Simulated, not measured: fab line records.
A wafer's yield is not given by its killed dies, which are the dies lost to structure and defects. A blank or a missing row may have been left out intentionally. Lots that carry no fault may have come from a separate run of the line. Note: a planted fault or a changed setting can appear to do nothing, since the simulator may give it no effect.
Which tool did it? ; flow nand_harc ; 24 lots with 72 wafers sampled at 2 steps, on a route of 1302 steps

== WHAT THE GAUGES READ, wafer by wafer ==
NHARC_P_GATE_INSPECT_28.
lot;measured;on;raw_defect_count
L074;day 5 05:25;defect_inspect-02;10 3 7
L075;day 5 13:43;defect_inspect-01;7 5 8
L076;day 5 18:49;defect_inspect-01;10 8 14
L077;day 6 12:43;defect_inspect-02;5 2 4
L078;day 6 12:52;defect_inspect-02;10 7 8
L079;day 7 07:28;defect_inspect-01;7 3 7
L080;day 7 12:28;defect_inspect-02;7 7 16
L081;day 7 23:08;defect_inspect-02;9 7 7
L082;day 8 06:57;defect_inspect-02;6 4 11
L083;day 9 00:52;defect_inspect-01;8 3 9
L084;day 9 08:04;defect_inspect-02;4 4 5
L085;day 9 17:07;defect_inspect-02;5 13 11
L086;day 9 22:43;defect_inspect-01;10 6 5
L087;day 10 21:56;defect_inspect-02;9 7 6
L088;day 10 22:41;defect_inspect-01;2 8 5
L089;day 11 02:35;defect_inspect-01;6 5 5
L090;day 11 18:32;defect_inspect-01;12 3 11
L091;day 11 23:31;defect_inspect-01;11 3 2
L092;day 12 16:05;defect_inspect-01;6 9 4
L093;day 12 16:24;defect_inspect-02;8 11 7
L094;day 13 12:52;defect_inspect-01;7 15 9
L095;day 13 17:27;defect_inspect-01;7 5 8
L096;day 14 06:37;defect_inspect-02;7 5 2
L097;day 14 21:25;defect_inspect-01;6 5 6

== WHICH TOOL RAN EACH LOT (tool, then ch and the chambers of the sampled wafers, then the start) ==
lot;NHARC_P_STI_CMP_21
L074;cmp-02 ch 1,2, day 3 19:59
L075;cmp-02 ch 0,2,3, day 4 01:49
L076;cmp-01 ch 1,2,3, day 4 09:29
L077;cmp-04 ch 0,2,3, day 4 23:58
L078;cmp-01 ch 1,2,3, day 5 05:02
L079;cmp-01 ch 0,2,3, day 5 19:48
L080;cmp-01 ch 0,3, day 6 02:23
L081;cmp-04 ch 2,3, day 6 15:14
L082;cmp-04 ch 1,2, day 6 21:54
L083;cmp-01 ch 0,3, day 7 11:27
L084;cmp-01 ch 0,1,3, day 7 18:48
L085;cmp-01 ch 1,3, day 8 06:38
L086;cmp-04 ch 0,1,3, day 8 14:30
L087;cmp-01 ch 0,1, day 9 15:23
L088;cmp-02 ch 0,1,2, day 9 15:25
L089;cmp-01 ch 0,2,3, day 9 19:16
L090;cmp-01 ch 0,1,2, day 10 07:32
L091;cmp-01 ch 2,3, day 10 16:41
L092;cmp-04 ch 0,1,2, day 11 04:11
L093;cmp-01 ch 0,2, day 11 12:01
L094;cmp-02 ch 0,1,3, day 12 01:29
L095;cmp-02 ch 1,3, day 12 09:38
L096;cmp-02 ch 1,2, day 12 20:55
L097;cmp-04 ch 0,3, day 13 10:18
- NHARC_P_STI_CMP_21: polishes, t overpolish 20 s, target thk 380.67 nm.

== WHAT THE TOOLS THEMSELVES READ (means of the sampled wafers that have a number; where no wafer has one, the mark that the record gives instead) ==
NHARC_P_STI_CMP_21.
lot;tool;motor_current_A (A);overpolish_run_s (s)
L074;cmp-02;11.9;20.005
L075;cmp-02;12.5;19.998
L076;cmp-01;10.2;19.994
L077;cmp-04;11.1;19.998
L078;cmp-01;10.7;19.999
L079;cmp-01;11.7;20.007
L080;cmp-01;12.3;20.002
L081;cmp-04;10.8;19.999
L082;cmp-04;12.4;20.002
L083;cmp-01;11.7;20.002
L084;cmp-01;11.3;19.995
L085;cmp-01;10.2;19.994
L086;cmp-04;11.4;20.004
L087;cmp-01;10.9;20.001
L088;cmp-02;12.5;19.996
L089;cmp-01;11.4;19.998
L090;cmp-01;10.9;19.995
L091;cmp-01;10.6;19.989
L092;cmp-04;12.0;20.012
L093;cmp-01;11.7;20.008
L094;cmp-02;12.3;20.007
L095;cmp-02;11.6;19.996
L096;cmp-02;11.9;19.999
L097;cmp-04;10.4;20.006

== THE ANSWER, worked out from the rows above alone ==
Rule: usual is defined by the lots themselves. Put in order of their means at a reading, lots are off if they are a third of the lots or fewer, leave a main group of 4 or more, and stand apart from it by a gap of 3 or more times the standard deviation of the main group's means; of several such gaps the widest counts. A main group is skipped when, at the precision printed for the reading in the tables above, its means are all equal. Also off: a lot with no number at a reading for which 4 or more lots have one. The other lots that the step has rows for count as sound. After the gauges, taken in route order, come the tools' own readings; for these a lot's mean is taken, as printed above. The first step at which some lot is off is used, and at that step the reading that is off furthest; a lot without a number counts as furthest.
No lot is off at any reading shown: from this, nothing can be told.

== WHAT THE SIMULATOR HAD PUT IN ==
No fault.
